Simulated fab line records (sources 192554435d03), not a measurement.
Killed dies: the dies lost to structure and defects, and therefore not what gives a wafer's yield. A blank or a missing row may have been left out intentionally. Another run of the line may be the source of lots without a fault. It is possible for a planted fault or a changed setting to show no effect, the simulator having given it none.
Split-lot study    flow n5 finfet    7 lots, 39 wafers read, on a route of 1938 steps

== ABOUT THE SPLIT ==
At N5_BEOL_M10_TRENCH_ETCH_37 (etches SiCOH lowk in C4F6/O2, target depth 148.83 nm, time 48 s), the setting target depth a was moved away from the recipe's 1488.3 angstrom on 12 of the 39 wafers read, by -58.3% to +51.0%. For the rest of the wafers, this setting stayed at what the recipe calls for.

== FROM THE SPLIT TO THE READING: what the file shows between them, 8 steps ==
- N5_BEOL_M10_ETCH_41: etches SiCN in CH3F/O2, target depth 42.6 nm, time 86 s
- N5_BEOL_M10_STRIP_77: strips in N2/H2, time 10 s
- N5_BEOL_M10_OCD_MEAS_38
- N5_BEOL_M10_HM_STRIP_39: strips TiN in peroxide tin strip, target depth 25 nm, time 158 s
- N5_BEOL_M10_SRD_40: time 30 s
- N5_BEOL_M10_ECD_50: material Cu, target thk 318 nm
- N5_BEOL_M10_ANNEAL_51: time 90 s
- N5_BEOL_M10_CMP_52: polishes, stops on SiCOH lowk, t overpolish 7 s, target thk 140 nm

== THE READING ==
M10_THK, in nm, at N5_BEOL_M10_THK_MEAS_53 (measures by xrf). On this fab line, fault-free wafers typically give 143 nm with a standard deviation of 4.9 nm.

wafer   tool, chamber at the split  target depth a as run, angstrom  against the recipe  M10_THK, nm  against lot-mates on the recipe
L074.1  rie diel-02, 2              1488.3                           recipe              142          -
L074.2  rie diel-02, 1              1488.3                           recipe              140          -
L074.3  rie diel-02, 3              1488.3                           recipe              143          -
L074.4  rie diel-02, 0              1488.3                           recipe              135          -
L074.5  rie diel-02, 3              1488.3                           recipe              143          -
L074.6  rie diel-02, 2              1488.3                           recipe              141          -
L082.1  rie diel-03, 2              2248                             +51.0%              210          +74
L082.2  rie diel-03, 0              2248                             +51.0%              213          +77
L082.3  rie diel-03, 1              1488.3                           recipe              133          -
L082.4  rie diel-03, 3              2248                             +51.0%              218          +82
L082.5  rie diel-03, 1              1488.3                           recipe              135          -
L082.6  rie diel-03, 0              1488.3                           recipe              141          -
L080.2  rie diel-04, 0              1488.3                           recipe              140          -
L080.3  rie diel-04, 3              1488.3                           recipe              139          -
L080.6  rie diel-04, 3              1488.3                           recipe              137          -
L084.1  rie diel-04, 0              2117                             +42.2%              211          +67
L084.2  rie diel-04, 3              1488.3                           recipe              139          -
L084.3  rie diel-04, 2              2117                             +42.2%              219          +75
L084.4  rie diel-04, 1              2117                             +42.2%              207          +63
L084.5  rie diel-04, 1              1488.3                           recipe              142          -
L084.6  rie diel-04, 2              1488.3                           recipe              150          -
L086.1  rie diel-04, 1              1488.3                           recipe              145          -
L086.2  rie diel-04, 3              1488.3                           recipe              144          -
L086.3  rie diel-04, 2              1067                             -28.3%              109          -36
L086.4  rie diel-04, 0              1067                             -28.3%              101          -44
L086.5  rie diel-04, 3              1488.3                           recipe              145          -
L086.6  rie diel-04, 2              1067                             -28.3%              107          -38
L093.1  rie diel-02, 3              1488.3                           recipe              146          -
L093.2  rie diel-02, 0              1488.3                           recipe              138          -
L093.3  rie diel-02, 1              620                              -58.3%              56           -87
L093.4  rie diel-02, 3              620                              -58.3%              58           -85
L093.5  rie diel-02, 1              1488.3                           recipe              146          -
L093.6  rie diel-02, 0              620                              -58.3%              51           -92
L095.1  rie diel-04, 2              1488.3                           recipe              151          -
L095.2  rie diel-04, 3              1488.3                           recipe              140          -
L095.3  rie diel-04, 0              1488.3                           recipe              143          -
L095.4  rie diel-04, 1              1488.3                           recipe              142          -
L095.5  rie diel-04, 1              1488.3                           recipe              144          -
L095.6  rie diel-04, 0              1488.3                           recipe              143          -

FIT RESULTS
A straight line over all 39 wafers: M10_THK changes by +1.48 nm for each +1% of target depth a; r = +0.99; the points scatter about the line by 5 nm.
The same after taking each lot's own level away (the mean of its wafers on the recipe; 39 wafers): +1.52 nm for each +1%; r = +1.00; scatter 3.8 nm.
According to that fit, moving target depth a by its largest amount changes the reading by 89 nm.
From 136.3 to 144.7 nm: that is the span of the lots' own levels, equal to 1.7 times the standard deviation above.
So the lot-to-lot level changes the slope little: the two slopes agree.
Check: with one of the wafers moved furthest among these (-58.3%) left out of the fit, the line predicts -88.4 nm for it against its lot-mates. Against them it came out at -87.3 nm.

== THE WHOLE CHAIN: every reading that the file lists as answering this split, in the file's order ==
step                        what it does                                                        reading                                                                            change (the file's fit)                                                               r (the file's)
N5_BEOL_M10_TRENCH_ETCH_37  etches SiCOH lowk in C4F6/O2, target depth 148.83 nm, time 48 s     etch.depth nm (the simulator's own value, which no gauge read)                     +1.5 nm for each +1% of the setting                                                   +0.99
N5_BEOL_M10_TRENCH_ETCH_37  etches SiCOH lowk in C4F6/O2, target depth 148.83 nm, time 48 s     BEOL_M10.feature depth nm (the simulator's own value, which no gauge read)         +1.5 nm for each +1% of the setting                                                   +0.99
N5_BEOL_M10_TRENCH_ETCH_37  etches SiCOH lowk in C4F6/O2, target depth 148.83 nm, time 48 s     TiN_of_BEOL_M10_HM_DEP_02.thk nm (the simulator's own value, which no gauge read)  -0.0416 nm for each +1% of the setting                                                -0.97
N5_BEOL_M10_OCD_MEAS_38                                                                         trench depth nm                                                                    +1.5 nm for each +1% of the setting                                                   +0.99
N5_BEOL_M10_CMP_52          polishes, stops on SiCOH lowk, t overpolish 7 s, target thk 140 nm  Cu_of_BEOL_M10_ECD_50.thk nm (the simulator's own value, which no gauge read)      +1.5 nm for each +1% of the setting                                                   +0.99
N5_BEOL_M10_THK_MEAS_53     measures by xrf                                                     M10_THK                                                                            +1.52 for each +1% of the setting                                                     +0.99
N5_BEOL_M10_RS_MEAS_57      measures by four-point-probe                                        M10_RS                                                                             not straight: 0.462 at the lowest setting, 0.151 at the recipe, 0.096 at the highest  not given

== THE FILE'S OWN FIT ==
M10_THK changes by +1.52 nm for each +1% of target depth a, r = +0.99.
